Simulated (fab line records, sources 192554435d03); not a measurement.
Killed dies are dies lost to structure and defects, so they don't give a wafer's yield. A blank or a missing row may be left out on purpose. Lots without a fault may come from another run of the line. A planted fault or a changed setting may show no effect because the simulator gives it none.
Chamber matching | flow n5_finfet | N5_BEOL_M5_ETCH_68 on rie_diel-02: 4 sister chambers
The step etches SOC in N2/H2, target depth 80 nm, overetch 16 nm, time 120 s. 4 wafers are shown with their chamber, then 10 later ones without.

WAFERS WITH THEIR CHAMBER
wafer  | chamber | showerhead_plenum_p_Torr (Torr)
L083.3 | 0       | 2.52
L083.4 | 1       | 2.45
L084.2 | 2       | 2.30
L084.4 | 3       | 2.62

WAFERS WITHOUT THEIR CHAMBER
wafer  | showerhead_plenum_p_Torr (Torr)
L084.5 | 2.30
L094.2 | 2.62
L094.3 | 2.44
L094.4 | 2.30
L096.2 | 2.61
L096.3 | 2.29
L096.4 | 2.44
L097.1 | 2.44
L097.2 | 2.51
L097.4 | 2.29

WHICH CHAMBER EACH WENT THROUGH
wafer  | from the rows above | in truth
L084.5 | 2                   | 2
L094.2 | 3                   | 3
L094.3 | 1                   | 1
L094.4 | 2                   | 2
L096.2 | 3                   | 3
L096.3 | 2                   | 2
L096.4 | 1                   | 1
L097.1 | 1                   | 1
L097.2 | 0                   | 0
L097.4 | 2                   | 2
Placed correctly: 10 of 10. Can't be placed from these rows: 0. Placed wrongly: 0.
How it was worked out, from the rows above alone: a wafer's distance from a chamber is the root of the sum, over the readings, of the square of ((its reading less the chamber's mean) divided by the reading's scatter). The wafer belongs to the nearest chamber; if the next one is less than 2 further off, it can't be placed. A chamber's mean is the mean of its shown wafers. The scatter: with one shown wafer a chamber, the root of the mean of the squares of how far each hidden wafer lies from its nearest shown one.
